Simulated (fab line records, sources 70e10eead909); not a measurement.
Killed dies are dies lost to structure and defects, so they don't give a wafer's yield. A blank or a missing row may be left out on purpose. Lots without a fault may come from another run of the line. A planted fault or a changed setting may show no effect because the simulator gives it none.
Problem report in the 8D (eight disciplines) form, filled by code | flow nand_harc | the parts of the form that need people (team, actions taken, sign-off) are left out

1. THE PROBLEM
thk_nm at NHARC_A_SGD_CUT_THK_MEAS_22 reads a mean of 71.5 nm on 4 wafers of 2 lots; wafers without a fault read 148.0 nm with a standard deviation of 1.5. That is -51 standard deviations from the usual mean.
The step: measures by ellipsometry.
First seen on wafer L585.5, day 25 05:17, on film_metro-02. The record holds 18 wafers of 6 lots with a number at this step. Rule for "out", or "out of limits": more than 4 standard deviations from the usual mean. The other wafers with a number count as sound.

2. WHAT IT IS AND WHAT IT IS NOT
question                    | is                             | is not
which readings at this step | thk_nm                         | -
which lots                  | L585, L589                     | L572, L579, L590, L592
which wafers of those lots  | L585.5, L585.6, L589.5, L589.6 | L585.2, L589.3
read on which gauges        | film_metro-01, film_metro-02   | -
when                        | from day 25 05:17              | up to then (7 sound wafers); but 7 sound wafers of L589, L590, L592 came after

3. SUSPECTS, AND WHAT RULES EACH OUT
Counting: a tool at a process step up to the reading stays a suspect if it ran every lot that is out. Sound lots after the first of them don't rule it out here, since some wafers of a struck lot are sound.
- the gauge at NHARC_A_SGD_CUT_THK_MEAS_22: ruled out. The wafers that are out were read on 2 gauges (film_metro-01, film_metro-02).
- rie_diel-01 at NHARC_A_SGD_CUT_DESCUM_14 (chemistry O2, time 3 s): kept. It ran every lot that is out, first L585 (day 24 23:40).
- rie_diel-01 at NHARC_A_SGD_CUT_ETCH_58 (etches the open film in CF4, target depth 39 nm, time 65 s): kept. It ran every lot that is out, first L585 (day 24 23:46).
- rie_diel-01 at NHARC_A_SGD_CUT_ETCH_15 (etches the open film in CH3F/O2, target depth 75 nm, time 64.3 s): kept. It ran every lot that is out, first L585 (day 25 00:47). NHARC_A_SGD_CUT_ETCH_15 gives no start for some lots, so the hours and the order of its lots are those of NHARC_A_SGD_CUT_DEP_20.
- rie_diel-01 at NHARC_A_SGD_CUT_ETCH_16 (etches the open film in C4F8/O2/Ar, target depth 310.5 nm, time 155.2 s): kept. It ran every lot that is out, first L585 (day 25 00:47). NHARC_A_SGD_CUT_ETCH_16 gives no start for some lots, so the hours and the order of its lots are those of NHARC_A_SGD_CUT_DEP_20.
- rie_diel-01 at NHARC_A_SGD_CUT_STRIP_17 (strips in O2): kept. It ran every lot that is out, first L585 (day 25 00:47). NHARC_A_SGD_CUT_STRIP_17 gives no start for some lots, so the hours and the order of its lots are those of NHARC_A_SGD_CUT_DEP_20.
- fcvd-01 at NHARC_A_SGD_CUT_DEP_20 (deposits SiO2, target thk 150 nm): kept. It ran every lot that is out, first L585 (day 25 00:47); its last sound lot up to then is L572 (day 19 09:50).
- cmp-04 at NHARC_A_SGD_CUT_CMP_21 (polishes, target thk 148.19 nm): kept. It ran every lot that is out, first L585 (day 25 05:04); its last sound lot up to then is L579 (day 22 17:48). Its own readings are out on those wafers: time_to_endpoint_s.
- Within rie_diel-01 at NHARC_A_SGD_CUT_ETCH_16: the wafers that are out ran in chambers 0, 1; their sound lot-mates ran in chamber 2.
Left after counting: rie_diel-01 at NHARC_A_SGD_CUT_DESCUM_14, rie_diel-01 at NHARC_A_SGD_CUT_ETCH_58, rie_diel-01 at NHARC_A_SGD_CUT_ETCH_15, rie_diel-01 at NHARC_A_SGD_CUT_ETCH_16, rie_diel-01 at NHARC_A_SGD_CUT_STRIP_17, fcvd-01 at NHARC_A_SGD_CUT_DEP_20, cmp-04 at NHARC_A_SGD_CUT_CMP_21.

4. THE CAUSE (what the simulator had put in)
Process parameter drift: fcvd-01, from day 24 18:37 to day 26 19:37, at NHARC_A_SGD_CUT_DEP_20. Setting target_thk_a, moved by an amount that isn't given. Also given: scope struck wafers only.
Counting left 7 suspects, and this tool is among them.

5. THE CHAIN OF EFFECTS, in route order
Each row: a reading whose mean over the struck wafers that have a number lies more than 3 standard deviations from the usual. Only readings for which the record gives a usual standard deviation are gone through. hours: the time from each lot's start at the first step in this table that gives one to its start at this step, as a median over the lots. sigmas: the change in usual standard deviations.
hours | step                        | reading            | usual    | on struck wafers | change | sigmas
0     | NHARC_A_SGD_CUT_CMP_21      | time_to_endpoint_s | 50 s     | 26               | -24    | -6.4
0     | NHARC_A_SGD_CUT_THK_MEAS_22 | thk_nm             | 148.0 nm | 71.5             | -76.5  | -51
The process steps in it:
- NHARC_A_SGD_CUT_CMP_21: polishes, target thk 148.19 nm.

6. WHAT WOULD HAVE CAUGHT IT SOONER
In this record the first reading out of limits at a measuring or inspecting step was taken at day 25 05:17, 11 hours after the fault began at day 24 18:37.
Of the lots that are out (2), L589 began NHARC_A_SGD_CUT_DEP_20 on fcvd-01 after day 25 05:17. A hold on the tool at that time would have spared it.
